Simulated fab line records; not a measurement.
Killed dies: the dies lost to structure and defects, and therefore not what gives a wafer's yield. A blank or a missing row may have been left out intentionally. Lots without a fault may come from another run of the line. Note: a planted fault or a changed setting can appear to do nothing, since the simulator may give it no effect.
Split-lot study + flow n5-finfet + 7 lots, 39 wafers read, on a route of 1938 steps

== THE SPLIT ==
At N5_FIN_SAQP_HM_DEP_03 (deposits SiNx from SiH4/NH3/N2, target thk 38 nm, time 33.6 s), the setting time-s was moved away from the recipe's 33.6 s on 15 of the 39 wafers read, by -14.8% to +6.1%. All remaining wafers had this setting at the recipe value.

== FROM THE SPLIT TO THE READING: what the file shows between them, 4 steps ==
- N5_FIN_SAQP_THK_MEAS_05
- N5_FIN_SAQP_PECVD_47: deposits a-Si from SiH4/He, target thk 45 nm, time 36.3 s
- N5_FIN_SAQP_PECVD_48: deposits SiNx from SiH4/NH3/N2, target thk 25 nm, time 22.1 s
- N5_FIN_SAQP_MANDREL2_REMOVE_60: chemistry HBr/Cl2/O2, target a-Si, stops on SiNx, bt time 10 s

== THE READING ==
etch.depth-nm (the simulator's own value, which no gauge read), in nm, at N5_FIN_SAQP_HM_OPEN_33 (chemistry CH3F/O2, target SiNx, target depth 49.4 nm, time 70.6 s). The file does not state a usual value for it. Average 37.23 nm, standard deviation 0.36 nm, over the 24 wafers here run with the recipe.

| wafer  | tool, chamber at the split | time-s as run, s | against the recipe | etch.depth-nm, nm | against lot-mates on the recipe |
|--------|----------------------------|------------------|--------------------|-------------------|---------------------------------|
| L080.1 | pecvd-01, 0                | 31.8             | -5.4%              | 35                | -2.05                           |
| L080.2 | pecvd-01, 2                | 33.6             | recipe             | 36.63             | -                               |
| L080.3 | pecvd-01, 1                | 31.8             | -5.4%              | 34.51             | -2.54                           |
| L080.4 | pecvd-01, 1                | 33.6             | recipe             | 37.47             | -                               |
| L080.5 | pecvd-01, 2                | 33.6             | recipe             | 37.04             | -                               |
| L080.6 | pecvd-01, 0                | 31.8             | -5.4%              | 35.51             | -1.54                           |
| L083.1 | pecvd-03, 2                | 28.63            | -14.8%             | 31.69             | -5.26                           |
| L083.2 | pecvd-03, 0                | 33.6             | recipe             | 36.75             | -                               |
| L083.3 | pecvd-03, 1                | 33.6             | recipe             | 36.73             | -                               |
| L083.4 | pecvd-03, 2                | 28.63            | -14.8%             | 31.53             | -5.42                           |
| L083.5 | pecvd-03, 1                | 28.63            | -14.8%             | 32.1              | -4.85                           |
| L083.6 | pecvd-03, 0                | 33.6             | recipe             | 37.36             | -                               |
| L084.1 | pecvd-01, 0                | 33.6             | recipe             | 37.09             | -                               |
| L084.2 | pecvd-01, 1                | 33.6             | recipe             | 36.86             | -                               |
| L084.3 | pecvd-01, 2                | 33.6             | recipe             | 37.11             | -                               |
| L084.4 | pecvd-01, 2                | 33.6             | recipe             | 37.32             | -                               |
| L084.5 | pecvd-01, 1                | 33.6             | recipe             | 37.05             | -                               |
| L084.6 | pecvd-01, 0                | 33.6             | recipe             | 37.21             | -                               |
| L086.1 | pecvd-03, 2                | 33.6             | recipe             | 37.21             | -                               |
| L086.2 | pecvd-03, 1                | 35.53            | +5.7%              | 38.98             | +1.68                           |
| L086.3 | pecvd-03, 0                | 33.6             | recipe             | 37.47             | -                               |
| L086.4 | pecvd-03, 0                | 35.53            | +5.7%              | 39.82             | +2.52                           |
| L086.5 | pecvd-03, 1                | 35.53            | +5.7%              | 39.29             | +1.99                           |
| L086.6 | pecvd-03, 2                | 33.6             | recipe             | 37.21             | -                               |
| L087.1 | pecvd-01, 1                | 35.64            | +6.1%              | 38.94             | +1.60                           |
| L087.2 | pecvd-01, 2                | 33.6             | recipe             | 36.94             | -                               |
| L087.3 | pecvd-01, 0                | 33.6             | recipe             | 37.5              | -                               |
| L087.4 | pecvd-01, 1                | 33.6             | recipe             | 37.59             | -                               |
| L087.5 | pecvd-01, 2                | 35.64            | +6.1%              | 39.98             | +2.64                           |
| L087.6 | pecvd-01, 0                | 35.64            | +6.1%              | 39.94             | +2.60                           |
| L089.1 | pecvd-01, 0                | 33.6             | recipe             | 36.97             | -                               |
| L089.2 | pecvd-01, 2                | 29.46            | -12.3%             | 32.15             | -5.44                           |
| L089.3 | pecvd-01, 1                | 29.46            | -12.3%             | 31.98             | -5.61                           |
| L089.4 | pecvd-01, 1                | 33.6             | recipe             | 37.94             | -                               |
| L089.5 | pecvd-01, 0                | 33.6             | recipe             | 37.87             | -                               |
| L089.6 | pecvd-01, 2                | 29.46            | -12.3%             | 32.89             | -4.70                           |
| L092.1 | pecvd-04, 1                | 33.6             | recipe             | 37.13             | -                               |
| L092.2 | pecvd-04, 2                | 33.6             | recipe             | 37.14             | -                               |
| L092.6 | pecvd-04, 2                | 33.6             | recipe             | 38.05             | -                               |

THE FIT
A straight line over all 39 wafers: etch.depth-nm changes by +0.383 nm for each +1% of time-s; r = +0.99; the points scatter about the line by 0.39 nm.
The same after taking each lot's own level away (the mean of its wafers on the recipe; 39 wafers): +0.378 nm for each +1%; r = +0.98; scatter 0.4 nm.
Per that fit: largest time-s move, reading shift of 5.6 nm.
Measured against the standard deviation above, the lots' own levels, which go from 36.947 to 37.593 nm, span 1.8 times it.
The two slopes agree, so the slope changes little with the lot-to-lot level.
Check: for one of the wafers moved furthest among these (-14.8%), held out of the fit, the line's prediction against its lot-mates is -5.68 nm. Against them it came out at -5.26 nm.

== THE WHOLE CHAIN: every reading that the file lists as answering this split, in the file's order ==
| step                    | what it does                                                      | reading                                                                            | change (the file's fit)               | r (the file's) |
|-------------------------|-------------------------------------------------------------------|------------------------------------------------------------------------------------|---------------------------------------|----------------|
| N5_FIN_SAQP_HM_DEP_03   | deposits SiNx from SiH4/NH3/N2, target thk 38 nm, time 33.6 s     | SiNx_of_FIN_SAQP_HM_DEP_03.thk-nm (the simulator's own value, which no gauge read) | +0.38 nm for each +1% of the setting  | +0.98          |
| N5_FIN_SAQP_THK_MEAS_05 |                                                                   | thk-nm                                                                             | withheld for each +1% of the setting  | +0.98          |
| N5_FIN_SAQP_HM_OPEN_33  | chemistry CH3F/O2, target SiNx, target depth 49.4 nm, time 70.6 s | etch-rf-on-time-s                                                                  | withheld for each +1% of the setting  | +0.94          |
| N5_FIN_SAQP_HM_OPEN_33  | chemistry CH3F/O2, target SiNx, target depth 49.4 nm, time 70.6 s | etch.depth-nm (the simulator's own value, which no gauge read)                     | +0.379 nm for each +1% of the setting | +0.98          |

== THE FILE'S OWN FIT ==
etch.depth-nm changes by +0.379 nm for each +1% of time-s, r = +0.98.
